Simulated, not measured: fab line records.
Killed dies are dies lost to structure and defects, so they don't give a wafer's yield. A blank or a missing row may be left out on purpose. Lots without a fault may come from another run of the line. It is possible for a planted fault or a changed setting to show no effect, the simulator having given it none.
fab line records    flow n5-finfet
[record] lots = 6  wafers = 18  last-day = 17
route steps=1938 shown BEOL_M3@968 BEOL_M4@1111
lots untouched by any fault: they come from a run of this same line in which no faults occurred
start-h: the number of hours between the record's first day and the start of the first shown wafer of the lot    wait-h: hours from the lot's prior step to this one    " same as the row above    L1.1+2: a row that stands for several wafers    - no value, or no start given    * or withheld: withheld    < > ~ a bound
route shown NAME@n: a module of which the file shows steps, and the number in the route of the first    usual: mean/standard deviation of fault-free wafers    same: alike in all rows    chamber/n: place in a boat    sites: per-site readings    _std_site: how widely they spread, as a standard deviation    _edge_site: outer sites' mean less inner sites'    radius-mm: how far each site lies from the wafer's centre    mask NAME#n: copy n    behind: the most recent tool/chamber to have shaped the wafer    hold: reason for holding the lot/hours on hold/outcome of the hold    device: whichever transistor did not switch (one of n, p or np)    end of line: tests of these same wafers at the route's end    a step with no rows: only its recipe    killed: dies that structure and defects cost at the first sort, which is not the same as the wafer's yield    map: a wafer's dies, marking killed ones x, the rest . and places with no die _
set.NAME: the run value of the setting; set.NAME@STEP: its run value at that earlier step    model.NAME: the simulator's own value behind a step, which no gauge read
lots at selected steps of the route; one table per step, one row per wafer
services: the hour from which a tool's chamber was out of use, counted from the record's first day as start-h (under 0 if before that day), plus the number of hours and why
[[steps]]
[step N5_BEOL_M3_INSPECT_30]
[recipe] mode = adi  inspect-instrument = brightfield
[usual] raw-defect-count = 402/78
lot.wafer  tool               chamber  start-h  wait-h  raw-defect-count
L972.1     defect-inspect-02  -        157.99   0.1     324
L972.3     "                  -        "        "       342
L972.4     "                  -        "        "       372
L975.1     defect-inspect-02  -        182.60   0.1     449
L975.5     "                  -        "        "       357
L975.6     "                  -        "        "       424
L978.4     defect-inspect-02  -        204.05   0.0     359
L978.5     "                  -        "        "       464
L978.6     "                  -        "        "       371
L986.1     defect-inspect-01  -        249.44   0.1     377
L986.2     "                  -        "        "       248
L986.5     "                  -        "        "       344
L987.3     defect-inspect-02  -        251.37   0.0     672
L987.4     "                  -        "        "       364
L987.6     "                  -        "        "       612
L992.2     defect-inspect-02  -        280.28   0.0     441
L992.4     "                  -        "        "       387
L992.6     "                  -        "        "       473
[step N5_BEOL_M3_DESCUM_33]
[recipe] chemistry = O2  time-s = 7  source-power-w = 50  bias-power-w = 20  pressure-mtorr = 20  rf-frequency-hz = 2.712e+07  temp-c = 40  resist = CAR-EUV  o2-flow-sccm = 225
[step N5_BEOL_M3_ETCH_77]
[recipe] chemistry = N2/H2  target = underlayer  target-depth-a = 65  mask-material = CAR-EUV  time-s = 5.2  ion-energy-ev = 200  pressure-mtorr = 30  source-w = 840  bias-w = 150  n2-flow-sccm = 200  h2-flow-sccm = 200  ends = cleared
[step N5_BEOL_M3_ETCH_69]
[recipe] chemistry = CF4  target = SiARC  target-depth-a = 156  mask-material = CAR-EUV  time-s = 26  ion-energy-ev = 80  pressure-mtorr = 40  source-w = 545  bias-w = 36  Ar_flow_sccm = 100  cf4-flow-sccm = 100  ends = cleared
[step N5_BEOL_M3_ALD_98]
[recipe] material = SiO2  target-thk-a = 25  temp-c = 100  ald-precursor-family = BDEAS  ald-co-reactant = O2-plasma  pulse-time-s = 1  co-reactant-pulse-time-s = 1  purge-time-s = 2  co-reactant-purge-time-s = 2  ald-cycles = 17  pressure-torr = 2
[usual] heater-power-w = 81/10  precursor-pulse-height-rel = 1.000/0.019  susceptor-temp-C = 100.00/0.12
lot.wafer  tool        chamber  start-h  wait-h  heater-power-w  precursor-pulse-height-rel  susceptor-temp-C
L972.1     ald-sin-04  2        158.55   0.4     88              1.023                       99.98
L972.3     "           0        "        "       66              0.990                       99.81
L972.4     "           1        "        "       74              0.999                       100.04
L975.1     ald-sin-04  1        184.24   1.4     75              0.998                       99.92
L975.5     "           1        "        "       74              0.999                       99.88
L975.6     "           2        "        "       90              0.985                       100.08
L978.4     ald-sin-01  0        204.26   0.1     72              0.999                       99.95
L978.5     "           3        "        "       76              0.990                       100.18
L978.6     "           1        "        "       80              0.975                       100.02
L986.1     ald-sin-01  1        249.66   0.1     79              0.983                       100.07
L986.2     "           3        "        "       75              1.009                       99.82
L986.5     "           1        "        "       80              1.024                       100.05
L987.3     ald-sin-04  0        252.16   0.7     66              1.009                       99.92
L987.4     "           3        "        "       99              1.004                       100.00
L987.6     "           0        "        "       68              0.996                       100.04
L992.2     ald-sin-01  3        280.51   0.1     75              0.988                       99.98
L992.4     "           3        "        "       75              0.984                       99.88
L992.6     "           0        "        "       73              1.010                       99.84
[step N5_BEOL_M3_ETCHBACK_99]
[recipe] chemistry = CHF3  target = SiO2  target-depth-a = 50  time-s = 10.4  source-w = 215  bias-w = 47  Ar_flow_sccm = 200  CHF3_flow_sccm = 12  ion-energy-ev = 100  pressure-mtorr = 30
[usual] drypump-motor-current-A = 5.9/0.38  oes-product-au = 0.75/0.07  rf-vpp-V = 240/3.5  showerhead-plenum-p-Torr = 2.15/0.059  throttle-valve-pct = 17.14/0.19
lot.wafer  tool         chamber  start-h  wait-h  drypump-motor-current-A  oes-product-au  rf-hours-counter-h  rf-vpp-V  showerhead-plenum-p-Torr  throttle-valve-pct
L972.1     rie-diel-05  1        166.83   8.2     6.3                      0.69            221                 234       2.22                      17.08
L972.3     "            2        "        "       5.3                      0.71            183                 236       2.23                      16.97
L972.4     "            3        "        "       6.1                      0.79            94                  238       2.09                      17.04
L975.1     rie-diel-02  1        185.61   1.3     6.0                      0.77            115                 242       2.08                      17.36
L975.5     "            1        "        "       6.0                      0.78            -                   241       2.08                      17.39
L975.6     "            2        "        "       6.3                      0.72            -                   242       2.22                      17.15
L978.4     rie-diel-02  0        204.33   0.0     5.8                      0.72            214                 245       2.13                      17.29
L978.5     "            3        "        "       5.8                      0.72            -                   238       2.14                      17.00
L978.6     "            2        "        "       6.3                      0.72            -                   243       2.22                      17.18
L986.1     rie-diel-05  0        249.78   0.1     6.1                      0.80            87                  244       2.16                      17.17
L986.2     "            1        "        "       6.3                      0.67            245                 234       2.21                      17.12
L986.5     "            1        "        "       6.3                      0.66            -                   234       2.21                      17.11
L987.3     rie-diel-05  0        252.38   0.2     6.1                      0.82            88                  242       2.16                      17.16
L987.4     "            1        "        "       6.3                      0.67            246                 234       2.21                      17.12
L987.6     "            2        "        "       5.4                      0.69            -                   235       2.22                      17.01
L992.2     rie-diel-02  1        285.06   4.5     6.0                      0.74            147                 241       2.07                      17.43
L992.4     "            2        "        "       6.3                      0.69            -                   241       2.21                      17.22
L992.6     "            1        "        "       6.0                      0.74            -                   241       2.07                      17.44
[step N5_BEOL_M3_ETCH_70]
[recipe] chemistry = N2/H2  target = SOC  target-depth-a = 800  overetch-a = 160  mask-material = SiARC  temp-c = 40  time-s = 120  ion-energy-ev = 200  pressure-mtorr = 30  source-w = 840  bias-w = 150  n2-flow-sccm = 200  h2-flow-sccm = 200
[step N5_BEOL_M3_STRIP_71]
[recipe] chemistry = N2/H2  temp-c = 40  n2-flow-sccm = 200  h2-flow-sccm = 200  rf-frequency-hz = 6e+07
[step N5_BEOL_M3_STRIP_78]
[recipe] chemistry = N2/H2  temp-c = 40  n2-flow-sccm = 200  h2-flow-sccm = 200  rf-frequency-hz = 6e+07
[step N5_BEOL_M3_VIA_ETCH_34]
[recipe] chemistry = C4F6/O2  target-depth-a = 694  mask-material = SOC  pressure-mtorr = 15  ion-energy-ev = 250  taper-deg = 4  time-s = 65.9  source-w = 350  bias-w = 170  Ar_flow_sccm = 300  C4F6_flow_sccm = 10  O2_flow_sccm = 10
[usual] C4F6_flow_sccm = 10.00/0.03  drypump-motor-current-A = 5.9/0.38  oes_f_703_au = 0.75/0.068  oes-product-au = 0.75/0.07  rf-fwd-power-W = 347.2/1.7  rf-vpp-V = 662/9  showerhead-plenum-p-Torr = 2.84/0.075  throttle-valve-pct = 30.76/0.24
lot.wafer  tool         chamber  start-h  wait-h  C4F6_flow_sccm  drypump-motor-current-A  oes_f_703_au  oes-product-au  rf-fwd-power-W  rf-hours-counter-h  rf-vpp-V  showerhead-plenum-p-Torr  throttle-valve-pct
L972.1     rie-diel-05  1        166.97   0.0     10.00           6.3                      0.69          0.68            343.5           221                 645       2.93                      30.76
L972.3     "            2        "        "       10.02           5.3                      0.74          0.71            349.5           183                 651       2.94                      30.43
L972.4     "            3        "        "       10.02           6.1                      0.80          0.80            345.2           94                  659       2.76                      30.65
L975.1     rie-diel-02  1        185.74   0.0     10.03           6.1                      0.76          0.77            347.9           115                 666       2.75                      31.23
L975.5     "            1        "        "       10.06           6.0                      0.76          0.78            346.8           -                   667       2.75                      31.22
L975.6     "            2        "        "       9.99            6.3                      0.74          0.72            347.7           -                   667       2.93                      30.78
L978.4     rie-diel-02  0        204.47   0.0     9.99            5.7                      0.70          0.74            346.6           214                 675       2.81                      30.78
L978.5     "            3        "        "       9.99            5.9                      0.70          0.71            344.2           -                   658       2.82                      30.59
L978.6     "            2        "        "       10.00           6.3                      0.74          0.72            347.4           -                   667       2.93                      30.78
L986.1     rie-diel-05  0        249.92   0.0     10.04           6.1                      0.82          0.81            349.4           87                  668       2.86                      30.85
L986.2     "            1        "        "       10.01           6.3                      0.68          0.66            346.6           245                 647       2.92                      30.75
L986.5     "            1        "        "       9.96            6.3                      0.68          0.67            345.6           -                   647       2.92                      30.76
L987.3     rie-diel-05  0        252.52   0.0     9.99            6.1                      0.83          0.81            348.3           88                  666       2.86                      30.85
L987.4     "            1        "        "       9.91            6.3                      0.68          0.66            345.2           246                 646       2.92                      30.76
L987.6     "            2        "        "       9.95            5.3                      0.73          0.69            349.3           -                   651       2.93                      30.45
L992.2     rie-diel-02  1        285.27   0.0     10.06           6.0                      0.73          0.74            346.6           147                 667       2.73                      31.25
L992.4     "            2        "        "       10.01           6.3                      0.71          0.70            348.6           -                   665       2.92                      30.81
L992.6     "            1        "        "       10.02           6.0                      0.73          0.74            346.8           -                   668       2.73                      31.24
[step N5_BEOL_M3_STRIP_83]
[recipe] chemistry = C4F6/O2  resist = SiARC  rf-frequency-hz = 6e+07
[step N5_BEOL_M3_STRIP_36]
[recipe] chemistry = N2/H2  power-w = 450  temp-c = 40  pressure-mtorr = 20  rf-frequency-hz = 6e+07  overash-fraction = 0.3  bias-power-w = 7  h2-frac = 0.5  n2-flow-sccm = 200  h2-flow-sccm = 200
[usual] drypump-motor-current-A = 5.9/0.38  n2-flow-sccm = 200.0/0.62  oes-product-au = 0.75/0.067  rf-vpp-V = 59.0/1.4  showerhead-plenum-p-Torr = 2.54/0.08  throttle-valve-pct = 23.6/0.31
lot.wafer  tool         chamber  start-h  wait-h  drypump-motor-current-A  n2-flow-sccm  oes-product-au  rf-hours-counter-h  rf-vpp-V  showerhead-plenum-p-Torr  throttle-valve-pct
L972.1     rie-diel-05  1        167.03   0.0     6.3                      199.9         0.68            221                 58.4      2.62                      23.7
L972.3     "            2        "        "       5.3                      199.9         0.71            183                 56.6      2.65                      23.5
L972.4     "            3        "        "       6.1                      200.4         0.79            94                  60.5      2.43                      23.1
L975.1     rie-diel-02  1        185.81   0.0     6.0                      200.3         0.77            115                 58.5      2.45                      24.1
L975.5     "            1        "        "       6.0                      201.0         0.78            -                   59.0      2.45                      24.2
L975.6     "            2        "        "       6.3                      199.5         0.73            -                   62.1      2.63                      23.8
L978.4     rie-diel-02  0        204.53   0.0     5.7                      200.2         0.73            214                 55.8      2.51                      23.8
L978.5     "            3        "        "       5.9                      198.3         0.72            -                   58.4      2.50                      23.6
L978.6     "            2        "        "       6.3                      201.3         0.72            -                   59.8      2.63                      23.8
L986.1     rie-diel-05  0        249.98   0.0     6.1                      201.2         0.80            87                  60.3      2.55                      23.8
L986.2     "            1        "        "       6.3                      200.2         0.66            245                 59.9      2.61                      23.7
L986.5     "            1        "        "       6.3                      200.0         0.66            -                   59.6      2.61                      23.7
L987.3     rie-diel-05  0        252.58   0.0     6.1                      200.2         0.81            88                  58.4      2.55                      23.8
L987.4     "            1        "        "       6.3                      199.3         0.66            246                 59.7      2.61                      23.7
L987.6     "            2        "        "       5.3                      198.9         0.70            -                   58.4      2.64                      23.5
L992.2     rie-diel-02  1        285.36   0.0     6.1                      199.5         0.74            148                 56.0      2.44                      24.2
L992.4     "            2        "        "       6.3                      199.8         0.70            -                   61.5      2.62                      23.8
L992.6     "            1        "        "       6.0                      200.2         0.75            -                   59.7      2.44                      24.2
[step N5_BEOL_M3_TRENCH_ETCH_37]
[recipe] chemistry = C4F6/O2  target-depth-a = 555.55  target = SiOC  time-s = 29.2  ion-energy-ev = 250  pressure-mtorr = 30  source-w = 355  bias-w = 185  Ar_flow_sccm = 300  C4F6_flow_sccm = 10  O2_flow_sccm = 10
[usual] C4F6_flow_sccm = 10.00/0.03  drypump-motor-current-A = 5.9/0.38  oes_f_703_au = 0.75/0.069  oes-product-au = 0.75/0.07  rf-fwd-power-W = 350.0/2.3  rf-vpp-V = 662/9.2  showerhead-plenum-p-Torr = 2.85/0.075  throttle-valve-pct = 20.91/0.2
lot.wafer  tool         chamber  start-h  wait-h  C4F6_flow_sccm  drypump-motor-current-A  oes_f_703_au  oes-product-au  rf-fwd-power-W  rf-hours-counter-h  rf-vpp-V  showerhead-plenum-p-Torr  throttle-valve-pct  model.etch.depth-nm  model.BEOL_M3.feature-depth-nm
L972.1     rie-diel-05  1        167.07   -       9.94            6.4                      0.70          0.68            343.9           221                 645       2.93                      20.83               53.58                53.6
L972.3     "            2        "        "       10.05           5.3                      0.74          0.71            353.7           183                 651       2.95                      20.72               53.94                54
L972.4     "            3        "        "       10.02           6.1                      0.80          0.79            348.6           94                  658       2.76                      20.83               55.49                55.4
L975.1     rie-diel-02  1        185.85   -       10.05           6.0                      0.98          0.81            434.3           115                 599       2.75                      21.22               60.04                60
L975.5     "            1        "        "       9.97            6.1                      0.98          0.81            436.1           -                   599       2.75                      21.21               59.77                59.8
L975.6     "            2        "        "       9.96            6.3                      0.94          0.76            438.4           -                   599       2.94                      20.93               59.88                59.8
L978.4     rie-diel-02  0        204.57   -       10.00           5.8                      0.90          0.77            434.9           214                 604       2.81                      21.06               60.41                60.4
L978.5     "            3        "        "       9.97            5.9                      0.89          0.75            432.5           -                   592       2.82                      20.77               60.43                60.4
L978.6     "            2        "        "       10.00           6.3                      0.95          0.76            437.2           -                   599       2.94                      20.95               60.43                60.4
L986.1     rie-diel-05  0        250.02   -       10.01           6.1                      0.81          0.80            350.2           87                  667       2.86                      20.95               55.47                55.4
L986.2     "            1        "        "       9.97            6.4                      0.68          0.65            345.6           245                 644       2.92                      20.84               53.17                53.2
L986.5     "            1        "        "       9.96            6.4                      0.68          0.66            345.5           -                   646       2.92                      20.86               53.17                53.2
L987.3     rie-diel-05  0        252.62   -       9.98            6.1                      0.82          0.82            349.9           88                  666       2.86                      20.96               56.09                56
L987.4     "            1        "        "       10.04           6.3                      0.69          0.66            345.7           246                 646       2.92                      20.84               53.39                53.4
L987.6     "            2        "        "       9.94            5.3                      0.72          0.70            352.4           -                   650       2.93                      20.73               53.7                 53.6
L992.2     rie-diel-02  1        285.42   -       9.95            6.0                      0.74          0.74            350.0           148                 668       2.74                      21.25               55.32                55.4
L992.4     "            2        "        "       10.03           6.2                      0.72          0.69            351.1           -                   667       2.92                      20.96               54.15                54.2
L992.6     "            1        "        "       9.97            6.0                      0.73          0.74            349.1           -                   666       2.74                      21.27               54.89                54.8
[step N5_BEOL_M3_ETCH_41]
[recipe] chemistry = CH3F/O2  target = SiCN  target-depth-a = 299  taper-deg = 2  time-s = 52.5  ion-energy-ev = 120  mask-material = TiN  pressure-mtorr = 30  source-w = 395  bias-w = 75  Ar_flow_sccm = 150  CH3F_flow_sccm = 30  O2_flow_sccm = 20
[step N5_BEOL_M3_STRIP_97]
[recipe] chemistry = N2/H2  time-s = 10  power-w = 450  temp-c = 40  pressure-mtorr = 20  rf-frequency-hz = 6e+07  bias-power-w = 7  n2-flow-sccm = 200  h2-flow-sccm = 200
[usual] drypump-motor-current-A = 5.9/0.38  n2-flow-sccm = 200.0/0.56  oes-product-au = 0.75/0.067  rf-vpp-V = 59.2/0.8  showerhead-plenum-p-Torr = 2.54/0.08  throttle-valve-pct = 23.6/0.31
lot.wafer  tool         chamber  start-h  wait-h  drypump-motor-current-A  n2-flow-sccm  oes-product-au  rf-hours-counter-h  rf-vpp-V  showerhead-plenum-p-Torr  throttle-valve-pct
L972.1     rie-diel-05  1        -        -       6.3                      199.6         0.68            221                 59.7      2.62                      23.7
L972.3     "            2        "        "       5.3                      199.8         0.71            183                 59.1      2.65                      23.5
L972.4     "            3        "        "       6.1                      200.2         0.80            94                  59.4      2.44                      23.1
L975.1     rie-diel-02  1        -        -       6.0                      199.8         0.78            115                 59.3      2.45                      24.1
L975.5     "            1        "        "       6.0                      200.7         0.78            -                   58.3      2.45                      24.2
L975.6     "            2        "        "       6.3                      201.0         0.72            -                   59.7      2.63                      23.8
L978.4     rie-diel-02  0        -        -       5.8                      200.1         0.73            214                 59.5      2.51                      23.8
L978.5     "            3        "        "       5.8                      199.2         0.71            -                   59.6      2.50                      23.6
L978.6     "            2        "        "       6.3                      200.7         0.72            -                   59.2      2.63                      23.8
L986.1     rie-diel-05  0        -        -       6.1                      199.9         0.80            87                  59.9      2.55                      23.8
L986.2     "            1        "        "       6.3                      199.6         0.66            245                 59.2      2.61                      23.7
L986.5     "            1        "        "       6.3                      199.7         0.66            -                   60.1      2.61                      23.7
L987.3     rie-diel-05  0        -        -       6.0                      199.9         0.79            88                  59.3      2.55                      23.8
L987.4     "            1        "        "       6.3                      200.3         0.66            246                 59.5      2.61                      23.7
L987.6     "            2        "        "       5.3                      200.1         0.69            -                   60.5      2.64                      23.5
L992.2     rie-diel-02  1        -        -       6.0                      199.5         0.75            148                 57.9      2.44                      24.2
L992.4     "            2        "        "       6.3                      200.4         0.70            -                   59.0      2.62                      23.8
L992.6     "            1        "        "       6.0                      200.5         0.75            -                   58.8      2.44                      24.2
[step N5_BEOL_M3_OCD_MEAS_38]
[usual] trench-depth-nm = 55.2/1
lot.wafer  tool    chamber  start-h  wait-h  trench-depth-nm
L972.1     ocd-02  -        167.22   -       53.4
L972.3     "       -        "        "       53.9
L972.4     "       -        "        "       55.5
L975.1     ocd-02  -        186.00   -       60.7
L975.5     "       -        "        "       60.0
L975.6     "       -        "        "       60.0
L978.4     ocd-01  -        204.73   -       60.2
L978.5     "       -        "        "       60.6
L978.6     "       -        "        "       60.8
L986.1     ocd-01  -        250.17   -       55.8
L986.2     "       -        "        "       52.9
L986.5     "       -        "        "       52.7
L987.3     ocd-01  -        252.77   -       56.3
L987.4     "       -        "        "       53.2
L987.6     "       -        "        "       53.7
L992.2     ocd-01  -        285.64   -       55.8
L992.4     "       -        "        "       53.9
L992.6     "       -        "        "       54.9
[step N5_BEOL_M3_HM_STRIP_39]
[recipe] chemistry = peroxide-tin-strip  material = TiN  target-depth-a = 250  temp-c = 50  time-s = 158
[step N5_BEOL_M4_RC_MEAS_101]
[usual] DIBL_N = 36.3/1.7  DIBL_P = 36.5/1.8  IOFF_N = 0.16/0.033  IOFF_P = 0.21/0.037  ION_N = 675/11  ION_P = 462/7.9  SS_N = 71.6/0.64  SS_P = 73.3/0.68  VT_N = 249/3.3  VT_P = -250/3.3
lot.wafer  tool       chamber  start-h  wait-h  DIBL_N[mV/V]  DIBL_P[mV/V]  IOFF_N[nA/um]  IOFF_P[nA/um]  ION_N[uA/um]  ION_P[uA/um]  SS_N[mV/dec]  SS_P[mV/dec]  VT_N[mV]  VT_P[mV]
L972.1     prober-01  0        181.33   0.0     34.9          34.8          0.13           0.16           664           456           71.2          72.7          253       -254
L972.3     "          0        "        "       33.9          33.9          0.11           0.14           660           451           70.9          72.4          255       -257
L972.4     "          0        "        "       35.0          34.9          0.12           0.15           666           454           70.9          72.6          254       -254
L975.1     prober-01  0        202.13   0.0     36.6          38.1          0.19           0.25           701           478           72.2          74.2          244       -247
L975.5     "          0        "        "       38.7          40.4          0.23           0.30           704           477           71.8          73.9          241       -246
L975.6     "          0        "        "       35.0          35.7          0.15           0.20           672           461           71.6          73.2          248       -252
L978.4     prober-02  0        224.24   0.6     36.8          36.9          0.14           0.19           669           451           71.4          73.1          253       -252
L978.5     "          0        "        "       36.0          36.4          0.13           0.17           657           448           70.8          72.8          250       -257
L978.6     "          0        "        "       35.1          36.4          0.13           0.19           672           463           70.9          74.2          251       -253
L986.1     prober-02  0        263.85   0.0     35.2          34.5          0.14           0.21           676           470           70.9          72.4          250       -245
L986.2     "          0        "        "       36.5          35.0          0.15           0.20           672           463           71.0          72.6          251       -248
L986.5     "          0        "        "       38.1          37.3          0.19           0.26           682           471           72.0          73.8          247       -246
L987.3     prober-02  0        270.60   0.3     35.3          37.0          0.18           0.20           682           466           71.7          73.1          244       -251
L987.4     "          0        "        "       37.3          39.7          0.21           0.24           679           456           71.7          73.4          247       -249
L987.6     "          0        "        "       36.0          37.4          0.18           0.21           665           454           71.7          74.5          246       -249
L992.2     prober-01  0        298.25   0.2     32.8          33.7          0.12           0.16           669           457           70.7          73.0          256       -253
L992.4     "          0        "        "       34.1          35.2          0.14           0.18           660           457           71.2          72.9          252       -253
L992.6     "          0        "        "       35.7          36.5          0.15           0.19           671           453           71.1          73.8          251       -254
[[services]]
tool         chamber  start-h  hours  kind
ald-sin-01   1        137.73   1.7    repair
rie-diel-05  1        139.32   17.3   repair
rie-diel-02  3        143.02   4.5    repair
rie-diel-02  3        155.23   9.1    repair
ald-sin-01   1        169.45   5.0    repair
ald-sin-01   -        176.97   14.0   pm
ald-sin-01   0        176.97   14.0   vent-cycle
ald-sin-01   1        176.97   14.0   vent-cycle
ald-sin-01   2        176.97   14.0   vent-cycle
ald-sin-01   3        176.97   14.0   vent-cycle
rie-diel-02  -        189.99   2.8    pm
ald-sin-01   -        210.29   14.6   pm
ald-sin-04   3        224.90   1.6    repair
ald-sin-04   3        230.83   15.4   repair
rie-diel-05  3        265.18   6.2    repair
rie-diel-02  3        267.81   -      clean
rie-diel-02  3        267.81   -      consumable-replace:focus-ring
rie-diel-02  3        267.81   36.6   scheduled-down
rie-diel-02  3        267.81   36.6   vent-cycle
rie-diel-05  1        271.34   -      clean
rie-diel-05  1        271.34   -      consumable-replace:focus-ring
rie-diel-05  1        271.34   21.2   scheduled-down
rie-diel-05  1        271.34   21.2   vent-cycle
rie-diel-02  0        279.54   8.0    repair
[[key]]
[first-sign] step = N5_BEOL_M3_TRENCH_ETCH_37  reading = rf-fwd-power-W  direction = up  sigmas = 37  usual = *  struck = *
[effect] step = N5_BEOL_M3_TRENCH_ETCH_37  reading = rf-vpp-V  direction = down  sigmas = 6.9  usual = 662  struck = 599
[effect] step = N5_BEOL_M3_OCD_MEAS_38  reading = trench-depth-nm  direction = up  sigmas = 5.2  usual = 55.2  struck = 60.4
[model-effect] step = N5_BEOL_M3_TRENCH_ETCH_37  value = etch.depth-nm  without = 55.34  struck = 60.16
met-at N5_BEOL_M3_TRENCH_ETCH_37
struck-wafers L975.1,L975.5,L975.6,L978.4,L978.5,L978.6
[fault] kind = process-parameter-drift  tool = rie-diel-02  chamber = -  onset-h = 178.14  steps = N5_BEOL_M3_TRENCH_ETCH_37  channel = source-w  offset = 85.2  shape = step  end-h = 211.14  acts-in = these-recipes-only  stated = 355
